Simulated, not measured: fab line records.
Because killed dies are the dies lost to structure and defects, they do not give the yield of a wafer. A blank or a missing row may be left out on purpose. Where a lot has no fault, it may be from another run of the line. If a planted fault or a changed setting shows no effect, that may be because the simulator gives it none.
Which tool did it?    flow nandHarc    Sampling: 24 lots, 72 wafers, 4 of 1302 route steps

WHAT EACH GAUGE READ, for each wafer
NHARC_A_SGD_CUT_INSPECT_11.
lot   measured      on                rawDefectCount
L074  day 18 23:40  defectInspect-01  16 16 8
L076  day 19 13:21  defectInspect-02  73 74 72
L075  day 19 13:30  defectInspect-01  69 66 64
L077  day 20 07:11  defectInspect-01  112 109 123
L079  day 20 17:50  defectInspect-02  68 52 72
L078  day 20 18:57  defectInspect-02  88 68 85
L081  day 22 05:33  defectInspect-02  55 85 72
L080  day 22 16:31  defectInspect-01  70 76 67
L082  day 23 00:45  defectInspect-01  75 84 68
L083  day 23 00:26  defectInspect-01  40 31 26
L084  day 23 13:48  defectInspect-02  80 82 78
L085  day 23 13:36  defectInspect-02  11 10 11
L086  day 24 01:51  defectInspect-02  66 48 56
L088  day 25 00:30  defectInspect-02  34 46 39
L087  day 25 10:32  defectInspect-01  83 88 81
L090  day 25 09:36  defectInspect-02  53 41 32
L089  day 25 18:32  defectInspect-01  49 61 49
L091  day 26 06:12  defectInspect-01  19 19 14
L092  day 26 05:41  defectInspect-01  20 23 20
L093  day 26 22:22  defectInspect-02  20 30 21
L094  day 27 13:15  defectInspect-01  30 26 30
L095  day 27 12:02  defectInspect-02  42 51 57
L097  day 28 08:55  defectInspect-02  34 44 18
L096  day 28 08:46  defectInspect-02  83 61 71

TOOL THAT RAN EACH LOT (tool first, then ch and the chambers of the sampled wafers, then the start)
lot   NHARC_A_STAIRCASE_STRIP_274                   NHARC_A_STAIRCASE_ETCH_294                    NHARC_A_STAIRCASE_ETCHBACK_157
L074  rieDiel-11 ch 0,3, day 18 21:53 or earlier    rieDiel-10 ch 0,1,3, day 18 21:53 or earlier  rieDiel-02 ch 0,1,2, day 18 21:53
L076  rieDiel-11 ch 0,3, day 19 11:34 or earlier    rieDiel-10 ch 0,2,3, day 19 11:34 or earlier  rieDiel-02 ch 1,3, day 19 11:34
L075  rieDiel-11 ch 0,1, day 19 11:42 or earlier    rieDiel-02 ch 1,2,3, day 19 11:42 or earlier  rieDiel-11 ch 0,1,2, day 19 11:42
L077  rieDiel-11 ch 0,1,3, day 20 05:23 or earlier  rieDiel-02 ch 0,2,3, day 20 05:23 or earlier  rieDiel-10 ch 1,2,3, day 20 05:23
L079  rieDiel-02 ch 0,1,3, day 20 16:04 or earlier  rieDiel-11 ch 0,1,2, day 20 16:04 or earlier  rieDiel-11 ch 0,1,2, day 20 16:04
L078  rieDiel-11 ch 0,3, day 20 16:17 or earlier    rieDiel-02 ch 0,3, day 20 16:17 or earlier    rieDiel-02 ch 0,1,2, day 20 16:17
L081  rieDiel-02 ch 0,1,2, day 22 03:52 or earlier  rieDiel-10 ch 2,3, day 22 03:52 or earlier    rieDiel-10 ch 0,1, day 22 03:52
L080  rieDiel-10 ch 0,1,3, day 22 14:43 or earlier  rieDiel-10 ch 1,2,3, day 22 14:43 or earlier  rieDiel-11 ch 0,1,3, day 22 14:43
L082  rieDiel-10 ch 1,2,3, day 22 22:56 or earlier  rieDiel-10 ch 0,1,2, day 22 22:56 or earlier  rieDiel-11 ch 0,1,3, day 22 22:56
L083  rieDiel-11 ch 0,1,2, day 22 22:37 or earlier  rieDiel-02 ch 0,2,3, day 22 22:37 or earlier  rieDiel-02 ch 0,3, day 22 22:37
L084  rieDiel-02 ch 0,3, day 23 12:01 or earlier    rieDiel-02 ch 0,2, day 23 12:01 or earlier    rieDiel-02 ch 0,1, day 23 12:01
L085  rieDiel-02 ch 2,3, day 23 11:44 or earlier    rieDiel-10 ch 0,3, day 23 11:44 or earlier    rieDiel-11 ch 0,1,3, day 23 11:44
L086  rieDiel-02 ch 1,2,3, day 24 00:04 or earlier  rieDiel-10 ch 0,1, day 24 00:04 or earlier    rieDiel-10 ch 1,2,3, day 24 00:04
L088  rieDiel-11 ch 0,1,3, day 24 22:39 or earlier  rieDiel-02 ch 1,3, day 24 22:39 or earlier    rieDiel-11 ch 0,1, day 24 22:39
L087  rieDiel-02 ch 1,2, day 25 08:44 or earlier    rieDiel-10 ch 2,3, day 25 08:44 or earlier    rieDiel-10 ch 1,2,3, day 25 08:44
L090  rieDiel-10 ch 0,3, day 23 01:22               rieDiel-11 ch 0,3, day 25 07:49 or earlier    rieDiel-10 ch 0,1,3, day 25 07:49
L089  rieDiel-11 ch 0,1,3, day 25 16:38 or earlier  rieDiel-11 ch 1,3, day 25 16:38 or earlier    rieDiel-02 ch 1,2, day 25 16:38
L091  rieDiel-11 ch 0,1, day 26 04:23 or earlier    rieDiel-11 ch 0,3, day 26 04:23 or earlier    rieDiel-11 ch 1,2, day 26 04:23
L092  rieDiel-02 ch 0,1, day 26 03:36 or earlier    rieDiel-02 ch 1,2,3, day 26 03:36 or earlier  rieDiel-11 ch 0,1,3, day 26 03:36
L093  rieDiel-11 ch 0,1,2, day 26 20:42 or earlier  rieDiel-11 ch 0,3, day 26 20:42 or earlier    rieDiel-11 ch 1,2,3, day 26 20:42
L094  rieDiel-11 ch 1,2,3, day 27 11:29 or earlier  rieDiel-02 ch 1,2, day 27 11:29 or earlier    rieDiel-02 ch 0,1,2, day 27 11:29
L095  rieDiel-10 ch 1,2,3, day 27 10:23 or earlier  rieDiel-11 ch 0,2, day 27 10:23 or earlier    rieDiel-11 ch 0,1,3, day 27 10:23
L097  rieDiel-11 ch 0,1, day 28 06:47 or earlier    rieDiel-11 ch 0,1,3, day 28 06:47 or earlier  rieDiel-11 ch 0,1,2, day 28 06:47
L096  rieDiel-02 ch 2,3, day 28 06:54 or earlier    rieDiel-02 ch 0,1, day 28 06:54 or earlier    rieDiel-02 ch 0,3, day 28 06:54
- NHARC_A_STAIRCASE_STRIP_274: strips in O2.
- NHARC_A_STAIRCASE_ETCH_294: etches the open film in C4F8/O2/Ar, target depth 4989 nm, time 1211.6 s.
- NHARC_A_STAIRCASE_ETCHBACK_157: etches the open film in CH3F/O2, target depth 90 nm, time 167.14 s.

WHAT THE TOOLS THEMSELVES READ (means of the sampled wafers that have a number; where no wafer has one, the mark that the record gives instead)
NHARC_A_STAIRCASE_STRIP_274.
lot   tool        drypumpMotorCurrentA (A)  oesProductAu (a.u.)  rfVppV (V)  showerheadPlenumPTorr (Torr)  throttleValvePct (%)
L074  rieDiel-11  6.0                       0.993                58.4        3.49                          17.040
L076  rieDiel-11  5.7                       1.005                58.1        3.61                          17.035
L075  rieDiel-11  5.4                       0.998                57.8        3.65                          17.043
L077  rieDiel-11  5.7                       1.006                57.9        3.57                          17.040
L079  rieDiel-02  5.6                       0.991                57.2        3.52                          17.040
L078  rieDiel-11  6.0                       1.007                57.3        3.48                          17.032
L081  rieDiel-02  5.9                       0.988                57.8        3.56                          17.049
L080  rieDiel-10  6.3                       0.998                57.4        3.56                          17.031
L082  rieDiel-10  6.1                       0.997                58.1        3.61                          17.032
L083  rieDiel-11  5.6                       1.005                58.1        3.71                          17.037
L084  rieDiel-02  5.5                       0.998                57.8        3.43                          17.031
L085  rieDiel-02  6.0                       1.001                58.0        3.58                          17.040
L086  rieDiel-02  5.6                       1.010                58.1        3.61                          17.036
L088  rieDiel-11  5.7                       1.006                58.9        3.55                          17.033
L087  rieDiel-02  6.0                       0.998                58.0        3.65                          17.029
L090  rieDiel-10  5.9                       0.999                57.9        3.63                          17.029
L089  rieDiel-11  5.7                       1.000                56.5        3.55                          17.033
L091  rieDiel-11  5.4                       0.997                57.7        3.67                          17.042
L092  rieDiel-02  5.6                       0.996                57.5        3.58                          17.040
L093  rieDiel-11  5.6                       1.003                57.7        3.70                          17.034
L094  rieDiel-11  5.9                       1.002                57.6        3.57                          17.035
L095  rieDiel-10  6.1                       1.004                57.3        3.59                          17.031
L097  rieDiel-11  5.4                       0.998                57.8        3.66                          17.038
L096  rieDiel-02  5.6                       0.988                57.6        3.52                          17.039

NHARC_A_STAIRCASE_ETCH_294.
lot   tool        oesProductAu (a.u.)  rfVppV (V)
L074  rieDiel-10  0.941                1829
L076  rieDiel-10  0.951                1827
L075  rieDiel-02  0.926                1834
L077  rieDiel-02  0.922                1825
L079  rieDiel-11  0.933                1827
L078  rieDiel-02  0.932                1821
L081  rieDiel-10  0.938                1843
L080  rieDiel-10  0.937                1833
L082  rieDiel-10  0.934                1832
L083  rieDiel-02  0.926                1823
L084  rieDiel-02  0.908                1819
L085  rieDiel-10  0.939                1834
L086  rieDiel-10  0.925                1828
L088  rieDiel-02  0.936                1835
L087  rieDiel-10  0.932                1839
L090  rieDiel-11  0.932                1831
L089  rieDiel-11  0.928                1819
L091  rieDiel-11  0.928                1821
L092  rieDiel-02  0.928                1832
L093  rieDiel-11  0.942                1821
L094  rieDiel-02  0.937                1837
L095  rieDiel-11  0.944                1841
L097  rieDiel-11  0.936                1827
L096  rieDiel-02  0.931                1830

NHARC_A_STAIRCASE_ETCHBACK_157.
lot   tool        drypumpMotorCurrentA (A)  oesProductAu (a.u.)  rfVppV (V)  showerheadPlenumPTorr (Torr)  throttleValvePct (%)
L074  rieDiel-02  5.8                       0.92                 245.3       2.49                          20.661
L076  rieDiel-02  5.3                       1.01                 244.3       2.49                          20.661
L075  rieDiel-11  5.6                       1.00                 245.7       2.59                          20.657
L077  rieDiel-10  6.1                       0.98                 245.2       2.52                          20.665
L079  rieDiel-11  5.6                       1.00                 245.6       2.59                          20.660
L078  rieDiel-02  5.9                       0.92                 245.0       2.48                          20.667
L081  rieDiel-10  6.2                       0.97                 242.9       2.41                          20.670
L080  rieDiel-11  5.7                       0.93                 244.9       2.48                          20.670
L082  rieDiel-11  5.7                       1.01                 245.1       2.47                          20.662
L083  rieDiel-02  5.5                       0.92                 243.7       2.39                          20.662
L084  rieDiel-02  5.8                       0.91                 242.9       2.40                          20.671
L085  rieDiel-11  5.7                       0.94                 244.8       2.47                          20.668
L086  rieDiel-10  6.1                       0.99                 244.5       2.51                          20.662
L088  rieDiel-11  5.4                       0.97                 245.4       2.53                          20.661
L087  rieDiel-10  6.1                       1.00                 245.3       2.50                          20.668
L090  rieDiel-10  6.3                       0.97                 244.1       2.46                          20.656
L089  rieDiel-02  6.0                       0.99                 246.2       2.54                          20.665
L091  rieDiel-11  5.6                       0.93                 245.7       2.55                          20.661
L092  rieDiel-11  5.6                       0.94                 244.3       2.47                          20.660
L093  rieDiel-11  5.9                       1.00                 245.3       2.48                          20.662
L094  rieDiel-02  5.9                       0.92                 243.8       2.46                          20.659
L095  rieDiel-11  5.7                       1.00                 244.2       2.46                          20.667
L097  rieDiel-11  5.6                       1.00                 246.1       2.57                          20.663
L096  rieDiel-02  5.8                       0.92                 242.4       2.33                          20.662

THE ANSWER, worked out from the rows above alone
Rule: usual is defined by the lots themselves. Put in order of their means at a reading, lots are off if they are a third of the lots or fewer, leave a main group of 4 or more, and stand apart from it by a gap of 3 or more times the standard deviation of the main group's means; of several such gaps the widest counts. A main group whose means are all the same, to the digits that the tables above print for the reading, isn't used. A lot without any number at a reading at which 4 lots or more have one is off too. Where the step has rows for the other lots, those lots are counted as sound. After the gauges, taken in route order, come the tools' own readings; for these a lot's mean is taken, as printed above. The first step at which some lot is off is used, and at that step the reading that is off furthest; a lot without a number counts as furthest.
No lot is off on any of the readings shown, so nothing can be concluded from this.

WHAT THE SIMULATOR PUT IN
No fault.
